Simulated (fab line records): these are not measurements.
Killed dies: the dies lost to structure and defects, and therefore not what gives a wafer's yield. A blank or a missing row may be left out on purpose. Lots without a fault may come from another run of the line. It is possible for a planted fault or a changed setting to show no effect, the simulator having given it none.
Problem report in the 8D (eight disciplines) form, filled by code || flow nand_harc || the parts of the form that need people (team, actions taken, sign-off) are left out

## 1. WHAT IS WRONG
At NHARC_A_CHANNEL_HOLE_D2_EXPOSE_07, exposure_dose_mJ_cm2 averages 58.18 over 6 wafers from 2 lots, while fault-free wafers read 59.63, standard deviation 0.13. That puts it -11 standard deviations away from the usual mean.
The step: exposes mask HOLE D2, target cd 100 nm.
Seen first at day 19 20:47 on arfi_scanner-02, wafer L149.3. The record holds 36 wafers of 12 lots with a number at this step. By rule, "out" or "out of limits" means more than 4 standard deviations away from the usual mean. Any other wafer with a number is counted as sound.

## 2. WHAT IT IS; WHAT IT IS NOT
{"question": "which readings at this step", "is": "exposure_dose_mJ_cm2", "is not": "-"}
{"question": "which lots", "is": "L149, L153", "is not": "L133, L134, L136, L137, L138, L141, L142, L143, L145, L155"}
{"question": "which wafers of those lots", "is": "all that have a number", "is not": "-"}
{"question": "read on which tools", "is": "arfi_scanner-02", "is not": "arfi_scanner-01, arfi_scanner-03"}
{"question": "when", "is": "from day 19 20:47", "is not": "up to then (27 sound wafers); but 3 sound wafers of L155 came after"}

## 3. THE SUSPECTS, EACH WITH WHAT RULES IT OUT
Counting: any tool at a process step up to the reading is kept as a suspect provided that every lot that is out went through it and no sound lot did after the first of them.
- arfi_scanner-02 at NHARC_A_CHANNEL_HOLE_D2_EXPOSE_07 (exposes mask HOLE D2, target cd 100 nm): kept. It ran every lot that is out, first L149 (day 19 20:47), and no sound lot after that; its last sound lot up to then is L143 (day 16 17:04). On those wafers its own readings are out: exposure_dose_mJ_cm2.
After counting, what remains is arfi_scanner-02 at NHARC_A_CHANNEL_HOLE_D2_EXPOSE_07.

## 4. THE CAUSE (what the simulator had put in)
Process parameter drift: arfi_scanner-02, from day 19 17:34 on, at NHARC_A_CHANNEL_HOLE_D2_EXPOSE_07. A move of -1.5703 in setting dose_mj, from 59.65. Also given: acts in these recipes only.
Only this tool survived the counting.

## 5. THE EFFECT CHAIN, in route order
Each row: a reading whose mean over the struck wafers that have a number lies more than 3 standard deviations from the usual. Readings are gone through only where the record gives a usual standard deviation; hours: the median, over the lots, of the time from a lot's start at the first step in this table giving one to that lot's start at this step; sigmas: the change measured in usual standard deviations.
{"hours": 0, "step": "NHARC_A_CHANNEL_HOLE_D2_EXPOSE_07", "reading": "exposure_dose_mJ_cm2", "usual": 59.63, "on struck wafers": 58.18, "change": -1.45, "sigmas": -11}
It contains these process steps:
- NHARC_A_CHANNEL_HOLE_D2_EXPOSE_07: exposes mask HOLE D2, target cd 100 nm.
Later measuring or inspecting steps at which every struck wafer that the step has a row for has a number for every such reading, and none has moved that far: NHARC_A_CHANNEL_HOLE_D2_CD_MEAS_10.

## 6. HOW IT WOULD HAVE BEEN CAUGHT EARLIER
In this record no reading fell out of limits until day 19 20:47, 3 hours after the fault had begun at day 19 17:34.
